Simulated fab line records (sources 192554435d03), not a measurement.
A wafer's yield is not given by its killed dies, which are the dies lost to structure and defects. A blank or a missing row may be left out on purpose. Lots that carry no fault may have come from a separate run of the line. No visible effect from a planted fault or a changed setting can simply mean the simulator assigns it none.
Which tool was responsible? :: flow n5-finfet :: 12 lots, 36 wafers sampled, at 3 steps of a route of 1938

## WHAT THE GAUGES SHOWED, per wafer
N5_BEOL_M11_CD_MEAS_11: target cd 64.1 nm.
lot: L075
measured: day 11 00:47
on: cd-sem-03
cd-nm (nm): 64.3 63.7 63.6

lot: L079
measured: day 11 13:36
on: cd-sem-03
cd-nm (nm): 64.2 64.4 64.2

lot: L078
measured: day 11 19:39
on: cd-sem-02
cd-nm (nm): 63.7 64.2 63.3

lot: L081
measured: day 12 10:23
on: cd-sem-02
cd-nm (nm): 64.1 63.9 63.9

lot: L083
measured: day 13 02:34
on: cd-sem-02
cd-nm (nm): 64.2 64.0 63.8

lot: L086
measured: day 13 15:41
on: cd-sem-03
cd-nm (nm): 64.4 64.8 64.9

lot: L088
measured: day 13 22:16
on: cd-sem-01
cd-nm (nm): 65.2 64.6 63.9

lot: L090
measured: day 14 16:59
on: cd-sem-01
cd-nm (nm): 63.8 64.3 63.5

lot: L091
measured: day 15 00:59
on: cd-sem-02
cd-nm (nm): 64.2 64.0 63.3

lot: L093
measured: day 15 08:38
on: cd-sem-01
cd-nm (nm): 63.0 62.8 63.4

lot: L096
measured: day 16 03:37
on: cd-sem-02
cd-nm (nm): 63.7 63.9 63.9

lot: L097
measured: day 16 11:28
on: cd-sem-02
cd-nm (nm): 64.1 63.8 63.8

## EACH LOT AND THE TOOL THAT RAN IT (in order: tool; ch and the chambers of the sampled wafers; start)
lot: L075
N5_BEOL_M10_DEGAS_44: pvd-sputter-02, day 10 21:40
N5_BEOL_M11_ILD_DEP_00: pecvd-02 ch 0,1,2, day 10 23:15

lot: L079
N5_BEOL_M10_DEGAS_44: pvd-sputter-02, day 11 08:07
N5_BEOL_M11_ILD_DEP_00: pecvd-02 ch 0,1, day 11 11:37

lot: L078
N5_BEOL_M10_DEGAS_44: pvd-sputter-01, day 11 15:22
N5_BEOL_M11_ILD_DEP_00: pecvd-03 ch 0,1, day 11 17:42

lot: L081
N5_BEOL_M10_DEGAS_44: pvd-sputter-02, day 12 05:13
N5_BEOL_M11_ILD_DEP_00: pecvd-01 ch 0,1,2, day 12 07:40

lot: L083
N5_BEOL_M10_DEGAS_44: pvd-sputter-01, day 12 22:33
N5_BEOL_M11_ILD_DEP_00: pecvd-02 ch 0,1,2, day 13 00:17

lot: L086
N5_BEOL_M10_DEGAS_44: pvd-sputter-03, day 13 11:09
N5_BEOL_M11_ILD_DEP_00: pecvd-01 ch 0,1,2, day 13 13:10

lot: L088
N5_BEOL_M10_DEGAS_44: pvd-sputter-01, day 13 18:28
N5_BEOL_M11_ILD_DEP_00: pecvd-03 ch 1,2, day 13 20:10

lot: L090
N5_BEOL_M10_DEGAS_44: pvd-sputter-03, day 14 12:44
N5_BEOL_M11_ILD_DEP_00: pecvd-02 ch 1,2, day 14 14:34

lot: L091
N5_BEOL_M10_DEGAS_44: pvd-sputter-03, day 14 19:52
N5_BEOL_M11_ILD_DEP_00: pecvd-02 ch 1,2, day 14 21:55

lot: L093
N5_BEOL_M10_DEGAS_44: pvd-sputter-02, day 15 04:47
N5_BEOL_M11_ILD_DEP_00: pecvd-01 ch 0,1,2, day 15 06:28

lot: L096
N5_BEOL_M10_DEGAS_44: pvd-sputter-03, day 15 21:13
N5_BEOL_M11_ILD_DEP_00: pecvd-02 ch 0,1,2, day 16 00:43

lot: L097
N5_BEOL_M10_DEGAS_44: pvd-sputter-01, day 16 07:28
N5_BEOL_M11_ILD_DEP_00: pecvd-02 ch 0,1, day 16 09:26
- N5_BEOL_M10_DEGAS_44: time 60 s.
- N5_BEOL_M11_ILD_DEP_00: deposits SiCOH lowk from DEMS/porogen, target thk 308.51 nm, time 58 s.

## THE ANSWER, worked out from the rows above alone
Rule: usual is defined by the lots themselves. Put in order of their means at a reading, lots are off if they are a third of the lots or fewer, leave a main group of 4 or more, and stand apart from it by a gap of 3 or more times the standard deviation of the main group's means; of several such gaps the widest counts. If all means in a main group match to the digits the tables above print for the reading, that group is not used. A lot without any number at a reading at which 4 lots or more have one is off too. Where the step has rows for the other lots, those lots are counted as sound.
No lot is off at any reading shown: from this, nothing can be told.

## WHAT THE SIMULATOR HAD INSERTED
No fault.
